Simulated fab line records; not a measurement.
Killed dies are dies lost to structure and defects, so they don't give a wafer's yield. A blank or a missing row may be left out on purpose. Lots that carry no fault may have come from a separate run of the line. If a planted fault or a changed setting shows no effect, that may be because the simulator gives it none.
The tool behind it: which one? + flow nand_harc + 12 lots with 36 wafers sampled at 4 steps, on a route of 1302 steps

## WHAT THE GAUGES READ, wafer by wafer
NHARC_P_M0_OVL_MEAS_10: pitch 180 nm.
| lot  | measured     | on         | overlay_x_nm (nm) |
|------|--------------|------------|-------------------|
| L075 | day 6 10:12  | overlay-01 | -1.6 -0.8 -0.6    |
| L077 | day 7 06:13  | overlay-02 | 0.1 -0.3 -0.6     |
| L079 | day 8 03:23  | overlay-01 | -0.4 -1.5 -0.3    |
| L081 | day 8 22:47  | overlay-02 | 0.4 0.3 0.4       |
| L083 | day 9 14:24  | overlay-01 | 0.7 0.6 0.6       |
| L085 | day 10 22:56 | overlay-01 | 0.1 1.2 0.2       |
| L087 | day 11 11:00 | overlay-02 | -0.6 -1.0 -0.4    |
| L088 | day 12 03:17 | overlay-02 | -0.2 -0.3 -0.2    |
| L091 | day 13 04:44 | overlay-01 | -0.8 -0.8 -1.2    |
| L093 | day 14 06:38 | overlay-02 | 0.8 0.0 0.9       |
| L094 | day 14 17:55 | overlay-02 | -0.6 -1.2 -0.8    |
| L097 | day 15 17:26 | overlay-02 | -1.6 -1.7 -1.6    |

## EACH LOT AND THE TOOL THAT RAN IT (in order: tool; ch and the chambers of the sampled wafers; start)
| lot  | NHARC_P_GATE_DESCUM_48             | NHARC_P_CONTACT_DEP_00                     | NHARC_P_CONTACT_ETCH_31                       |
|------|------------------------------------|--------------------------------------------|-----------------------------------------------|
| L075 | rie_diel-04 ch 0,1, day 5 22:01    | pecvd-03 ch 0,1,2, day 6 10:12 or earlier  | rie_diel-06 ch 0,1,3, day 6 10:12 or earlier  |
| L077 | rie_diel-07 ch 0,1,3, day 6 17:59  | pecvd-03 ch 0,1,2, day 7 06:13 or earlier  | rie_diel-06 ch 0,1, day 7 06:13 or earlier    |
| L079 | rie_diel-09 ch 1,2,3, day 7 15:14  | pecvd-01 ch 1,2, day 8 03:23 or earlier    | rie_diel-11 ch 0,1, day 8 03:23 or earlier    |
| L081 | rie_diel-09 ch 2,3, day 8 10:13    | pecvd-01 ch 0,1, day 8 22:47 or earlier    | rie_diel-08 ch 0,1,3, day 8 22:47 or earlier  |
| L083 | rie_diel-04 ch 1,2, day 9 02:06    | pecvd-01 ch 0,1,2, day 9 14:24 or earlier  | rie_diel-08 ch 0,2,3, day 9 14:24 or earlier  |
| L085 | rie_diel-04 ch 1,3, day 10 10:16   | pecvd-03 ch 0,2, day 10 22:56 or earlier   | rie_diel-11 ch 2,3, day 10 22:56 or earlier   |
| L087 | rie_diel-04 ch 1,2, day 10 22:43   | pecvd-03 ch 0,1,2, day 11 11:00 or earlier | rie_diel-08 ch 1,2,3, day 11 11:00 or earlier |
| L088 | rie_diel-04 ch 1,2,3, day 11 14:26 | pecvd-04 ch 1,2, day 11 21:44              | rie_diel-08 ch 1,2,3, day 12 03:17 or earlier |
| L091 | rie_diel-04 ch 0,3, day 12 15:50   | pecvd-04 ch 1,2, day 12 22:38              | rie_diel-11 ch 1,2,3, day 13 04:44 or earlier |
| L093 | rie_diel-07 ch 0,2,3, day 13 18:05 | pecvd-03 ch 0,1,2, day 14 06:38 or earlier | rie_diel-11 ch 0,1,2, day 14 06:38 or earlier |
| L094 | rie_diel-09 ch 0,3, day 14 05:25   | pecvd-03 ch 0,2, day 14 17:55 or earlier   | rie_diel-11 ch 0,2,3, day 14 17:55 or earlier |
| L097 | rie_diel-04 ch 0,2,3, day 15 05:25 | pecvd-04 ch 1,2, day 15 17:26 or earlier   | rie_diel-06 ch 0,2,3, day 15 17:26 or earlier |
- NHARC_P_GATE_DESCUM_48: chemistry O2, time 3 s.
- NHARC_P_CONTACT_DEP_00: deposits SiO2, target thk 500 nm.
- NHARC_P_CONTACT_ETCH_31: etches the open film in CH3F/O2, target depth 30 nm, time 85.7 s.

## THE ANSWER, worked out from the rows above alone
Rule: the lots themselves supply what counts as usual. Put in order of their means at a reading, lots are off if they are a third of the lots or fewer, leave a main group of 4 or more, and stand apart from it by a gap of 3 or more times the standard deviation of the main group's means; of several such gaps the widest counts. A main group whose means are all the same, to the digits that the tables above print for the reading, isn't used. Also off: a lot with no number at a reading for which 4 or more lots have one. All remaining lots with rows at the step are treated as sound.
No lot is off at any reading shown: from this, nothing can be told.

## WHAT WAS PUT IN BY THE SIMULATOR
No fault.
